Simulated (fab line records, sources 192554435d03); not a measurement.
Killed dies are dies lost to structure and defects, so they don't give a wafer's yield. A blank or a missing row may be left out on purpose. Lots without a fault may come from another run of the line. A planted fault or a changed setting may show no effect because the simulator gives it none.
fab line records | flow n5_finfet
record lots=6 wafers=16 last_day=18
route steps=1938 shown BEOL_M8@1383 PASSIVATION@1936
lots that met no fault: from a run of the same line without faults
start_h: hours from the record's first day to the start of the lot's first wafer shown | wait_h: hours since the lot's step before | " the same as in the row above | L1.1+2: a row that stands for several wafers | - no value, or no start given | * or withheld: withheld | < > ~ a bound
route shown NAME@n: a module of which the file shows steps, and the number in the route of the first | usual: mean/standard deviation of fault-free wafers | same: alike in all rows | chamber/n: place in a boat | sites: the reading at each site | _std_site: their standard deviation | _edge_site: outer sites' mean less inner sites' | radius_mm: how far each site lies from the wafer's centre | mask NAME#n: copy n | behind: the tool/chamber that last shaped the wafer | hold: why the lot was held/for how many hours/how that ended | device: the transistor (n, p or np) that didn't switch | end of line: the same wafers' tests at the end of the route | a step without rows: its recipe alone | killed: dies lost to structure and defects at the first sort, not the wafer's yield | map: a wafer's dies, x killed, . not, _ none there
set.NAME: the setting as run; set.NAME@STEP: as run at that earlier step | model.NAME: the simulator's own value behind a step, which no gauge read
lots at some steps of the route; a table a step, a row a wafer
services: from which hour (start_h, from the record's first day; less than 0 if before it) a tool's chamber was out of use, for how many hours, and why
## steps
# step N5_BEOL_M8_PRECLEAN_42
# recipe chemistry=residue_remover time_s=60 temp_c=40
# step N5_BEOL_M8_SRD_43
# recipe time_s=30 temp_c=23 rinse_liquid=diw dry=ipa_marangoni
# step N5_BEOL_M8_CD_MEAS_35
# recipe target_cd_nm=40 polarity=opening
# usual cd_nm=40.1/0.61
# columns lot.wafer tool chamber start_h wait_h cd_nm
L355.2 cd_sem-02 - 209.54 0.0 41.1
L355.3 " - " " 39.8
L355.5 " - " " 39.3
L356.1 cd_sem-01 - 225.50 0.0 41.2
L356.4 " - " " 40.1
L356.6 " - " " 39.2
L368.1 cd_sem-02 - 282.57 0.0 40.8
L368.2 " - " " 40.5
L366.1 cd_sem-01 - 290.40 0.0 40.7
L366.2 " - " " 39.8
L371.2 cd_sem-01 - 359.05 0.0 40.7
L371.3 " - " " 39.8
L371.5 " - " " 40.1
L377.3 cd_sem-01 - 367.94 0.0 40.3
L377.5 " - " " 40.4
L377.6 " - " " 39.6
# step N5_BEOL_M8_CURE_75
# recipe temp_c=370 time_s=120 ambient=DMADMS/He material=SiCOH_lowk
# step N5_BEOL_M8_DEGAS_44
# recipe ambient=vacuum temp_c=250 time_s=60
# usual heater_power_w=328/33
# columns lot.wafer tool chamber start_h wait_h heater_power_w
L355.2 pvd_sputter-01 - 210.04 0.4 347
L355.3 " - " " 288
L355.5 " - " " 385
L356.1 pvd_sputter-03 - 225.99 0.4 273
L356.4 " - " " 360
L356.6 " - " " 302
L368.1 pvd_sputter-03 - 283.79 0.9 340
L368.2 " - " " 359
L366.1 pvd_sputter-02 - 291.21 0.7 344
L366.2 " - " " 350
L371.2 pvd_sputter-01 - 359.72 0.4 297
L371.3 " - " " 318
L371.5 " - " " 323
L377.3 pvd_sputter-03 - 368.80 0.7 265
L377.5 " - " " 298
L377.6 " - " " 348
# step N5_BEOL_M8_PRE_CLEAN_45
# recipe gas=H2/He time_s=30 temp_c=250
# usual heater_power_w=328/33
# columns lot.wafer tool chamber start_h wait_h heater_power_w
L355.2 pvd_sputter-01 - 210.08 0.0 359
L355.3 " - " " 297
L355.5 " - " " 380
L356.1 pvd_sputter-03 - 226.03 0.0 264
L356.4 " - " " 364
L356.6 " - " " 302
L368.1 pvd_sputter-03 - 283.83 0.0 335
L368.2 " - " " 359
L366.1 pvd_sputter-02 - 291.25 0.0 351
L366.2 " - " " 339
L371.2 pvd_sputter-01 - 359.76 0.0 289
L371.3 " - " " 328
L371.5 " - " " 315
L377.3 pvd_sputter-03 - 368.84 0.0 281
L377.5 " - " " 296
L377.6 " - " " 340
# step N5_BEOL_M8_ALD_77
# recipe material=TaN target_thk_a=20 temp_c=275 ald_precursor_family=PDMAT ald_co_reactant=NH3 pressure_torr=3 carrier_flow_sccm=1500 pulse_time_s=2 purge_time_s=3 co_reactant_purge_time_s=2 co_reactant_pulse_time_s=3 ald_cycles=40 precursor_vessel_temp_c=75 precursor_vessel_pressure_torr=26.25 precursor_vessel_carrier_sccm=1000
# usual heater_power_w=423/38 precursor_vessel_carrier_sccm=999.9/2.9
# columns lot.wafer tool chamber start_h wait_h heater_power_w precursor_vessel_carrier_sccm
L355.2 ald_metal-04 1 210.21 0.1 380 1001.3
L355.3 " 2 " " 429 1000.9
L355.5 " 1 " " 369 1001.0
L356.1 ald_metal-01 0 226.09 0.0 476 1003.5
L356.4 " 1 " " 415 999.5
L356.6 " 1 " " 424 998.9
L368.1 ald_metal-01 3 283.91 0.1 447 1009.5
L368.2 " 1 " " 413 998.1
L366.1 ald_metal-01 0 291.33 0.1 467 1000.3
L366.2 " 3 " " 453 998.2
L371.2 ald_metal-03 2 359.82 0.0 424 998.3
L371.3 " 1 " " 387 996.0
L371.5 " 2 " " 424 1000.8
L377.3 ald_metal-01 3 368.92 0.1 464 1001.7
L377.5 " 2 " " 405 1001.8
L377.6 " 1 " " 424 995.0
# step N5_BEOL_M8_SURFACE_TREAT_79
# recipe gas=Ar time_s=* ion_energy_ev=* ion_current_ma_cm2=0.5 pressure_mtorr=* ar_flow_sccm=30
# usual throttle_valve_pct=*
# columns lot.wafer tool chamber start_h wait_h throttle_valve_pct
L355.2 pvd_sputter-02 - 210.54 0.2 *
L355.3 " - " " *
L355.5 " - " " *
L356.1 pvd_sputter-02 - 226.49 0.3 *
L356.4 " - " " *
L356.6 " - " " *
L368.1 pvd_sputter-03 - 284.27 0.2 *
L368.2 " - " " *
L366.1 pvd_sputter-03 - 291.71 0.2 *
L366.2 " - " " *
L371.2 pvd_sputter-01 - 360.16 0.2 *
L371.3 " - " " *
L371.5 " - " " *
L377.3 pvd_sputter-03 - 369.20 0.2 *
L377.5 " - " " *
L377.6 " - " " *
# step N5_BEOL_M8_CVD_78
# recipe material=Co target_thk_a=20 temp_c=withheld precursor=CCTBA/H2 pressure_torr=30 time_s=142.3
# step N5_BEOL_M8_SPUTTER_48
# recipe material=Cu target_thk_a=100 temp_c=-20 bias_v=60 power_w=26000 chamber_pressure_pa=0.13 time_s=1.667
# step N5_BEOL_M8_ECD_50
# recipe material=Cu target_thk_a=3000
# step N5_BEOL_M8_ANNEAL_51
# recipe temp_c=225 time_s=90 ambient=N2
# usual anneal_temp_c_max=226.2/0.38 wafer_temp_C_max=226.35/0.3
# columns lot.wafer tool chamber start_h wait_h anneal_temp_c_max wafer_temp_C_max
L355.2 rtp_anneal-01 0 211.54 0.7 226.7 226.09
L355.3 " 0 " " 226.4 226.34
L355.5 " 0 " " 227.2 226.21
L356.1 rtp_anneal-02 0 227.52 0.7 225.9 226.13
L356.4 " 0 " " 225.8 226.18
L356.6 " 0 " " 226.1 226.88
L368.1 rtp_anneal-02 0 284.81 0.2 225.9 226.27
L368.2 " 0 " " 226.2 226.20
L366.1 rtp_anneal-02 0 292.12 0.1 226.0 226.68
L366.2 " 0 " " 226.1 225.96
L371.2 rtp_anneal-01 0 362.47 0.1 226.6 226.14
L371.3 " 0 " " 226.0 225.80
L371.5 " 0 " " 226.5 226.30
L377.3 rtp_anneal-01 0 369.85 0.1 226.0 226.86
L377.5 " 0 " " 226.7 226.97
L377.6 " 0 " " 226.4 226.30
# step N5_BEOL_M8_CMP_52
# recipe stop_on=SiCOH_lowk t_overpolish_s=6.9 down_force_psi=1 platen_rpm=50 clearing_platen_down_force_psi=1.5 clearing_platen_rpm=50 post_cmp_clean=cu_alkaline target_thk_nm=80 clearing_platen_pad_velocity_m_s=0.99484 pad_velocity_m_s=0.99484
# usual barrier_field_endpoint_s=28.6/0.74 motor_current_A=5.9/0.77 overpolish_run_s=6.900/0.009 time_to_endpoint_s=61/3.2
# columns lot.wafer tool chamber start_h wait_h barrier_field_endpoint_s motor_current_A overpolish_run_s time_to_endpoint_s
L355.3 cmp-04 1 211.89 0.3 28.6 5.4 6.906 61
L355.2 " 0 " " 28.2 5.5 6.899 61
L355.5 " 2 " " 28.0 5.7 6.903 58
L356.4 cmp-02 1 227.81 0.1 28.1 5.8 6.909 60
L356.1 " 0 " " 27.4 6.5 6.915 60
L356.6 " 2 " " 28.3 6.8 6.899 63
L368.2 cmp-02 2 285.10 0.2 16.7 6.6 6.895 39
L368.1 " 0 " " 16.2 7.1 6.908 37
L366.1 cmp-02 0 292.42 0.3 16.1 6.8 6.891 37
L366.2 " 2 " " 16.7 6.7 6.898 37
L371.3 cmp-04 2 362.80 0.2 27.8 5.7 6.894 56
L371.2 " 3 " " 27.8 5.0 6.905 59
L371.5 " 1 " " 28.8 5.6 6.890 61
L377.3 cmp-01 3 370.13 0.2 28.8 6.1 6.907 65
L377.6 " 1 " " 27.9 5.0 6.895 55
L377.5 " 2 " " 28.3 6.4 6.900 61
# step N5_PASSIVATION_PROBE_49
# usual defect_limited_yield=91.0/1.4 killed_at_M0_to_M3=36/10 killed_at_M4_up=15/5 killed_at_contacts=12/6.1 killed_at_front_end=40/13 killed_at_other=3.8/2.9 killed_dies=106/16 killed_open=68/12 killed_short=35/8.2 sort_bin_5_function=5.2/0.9 sort_bin_6_memory=3.4/0.71 sort_n_pass=1073/17 sort_yield_pct=91.0/1.5
# same gross_dies=1180 killed_at_back_side=0 sort_bin_4_leakage[%]=0 sort_bin_8_speed[%]=0
# columns lot.wafer tool chamber start_h wait_h defect_limited_yield[%] killed_at_M0_to_M3 killed_at_M4_up killed_at_contacts killed_at_front_end killed_at_other killed_dies killed_open killed_short sort_bin_5_function[%] sort_bin_6_memory[%] sort_n_pass sort_yield_pct[%]
L366.1 prober-02 - 376.77 0.0 92.3 20 10 10 49 2 91 61 26 4.1 3.6 1089 92.3
# killed by level:class
L366.1 STI_FIN_REVEAL:geometric_particle:open=12 BEOL_M0_SAQP:geometric_particle:open=11 MOL_CONTACT_COAG:geometric_particle:open=8 STARTING-WAFER:geometric_particle:open=5 FIN_SAQP:geometric_particle:open=4 STI_FIN_REVEAL:geometric_particle:short=4 GATE_CUT:geometric_particle:short=4 BEOL_M3:geometric_particle:open=4
## services
# columns tool chamber start_h hours kind
cmp-01 - 200.70 19.2 pm
cmp-02 - 202.26 3.5 pm
cmp-04 - 220.73 0.5 repair
cmp-01 - 225.87 2.0 repair
cmp-04 - 227.11 4.6 pm
cmp-01 - 233.33 1.0 repair
cmp-04 - 234.31 3.4 repair
rtp_anneal-01 - 267.53 4.8 pm
cmp-01 - 273.23 8.5 pm
cmp-01 - 289.04 2.5 repair
cmp-02 - 296.71 4.0 pm
cmp-04 - 296.84 0.8 repair
cmp-02 - 300.71 - consumable_replace:conditioner
cmp-02 - 300.71 - consumable_replace:pad
pvd_sputter-03 - 308.35 10.1 repair
rtp_anneal-02 - 309.81 4.6 pm
cmp-04 - 315.30 4.0 pm
ald_metal-04 0 317.49 3.8 repair
ald_metal-03 1 329.18 16.3 repair
pvd_sputter-02 - 340.03 24.0 repair
ald_metal-03 2 342.45 10.7 repair
cmp-02 - 347.03 0.2 repair
cmp-01 - 353.00 1.6 repair
ald_metal-03 3 363.10 3.6 repair
## key
first_sign step=N5_BEOL_M8_CMP_52 reading=barrier_field_endpoint_s direction=down sigmas=16 usual=28.6 struck=16.4
effect step=N5_BEOL_M8_CMP_52 reading=time_to_endpoint_s direction=down sigmas=7.3 usual=* struck=*
met_at N5_BEOL_M8_CMP_52
struck_wafers L366.1,L366.2,L368.1,L368.2
onset_between 227.81 285.10
fault kind=process_parameter_drift tool=cmp-02 chamber=- onset_h=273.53 steps=N5_BEOL_M8_CMP_52 channel=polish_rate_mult offset=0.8 shape=step end_h=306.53 scope=struck_wafers_only
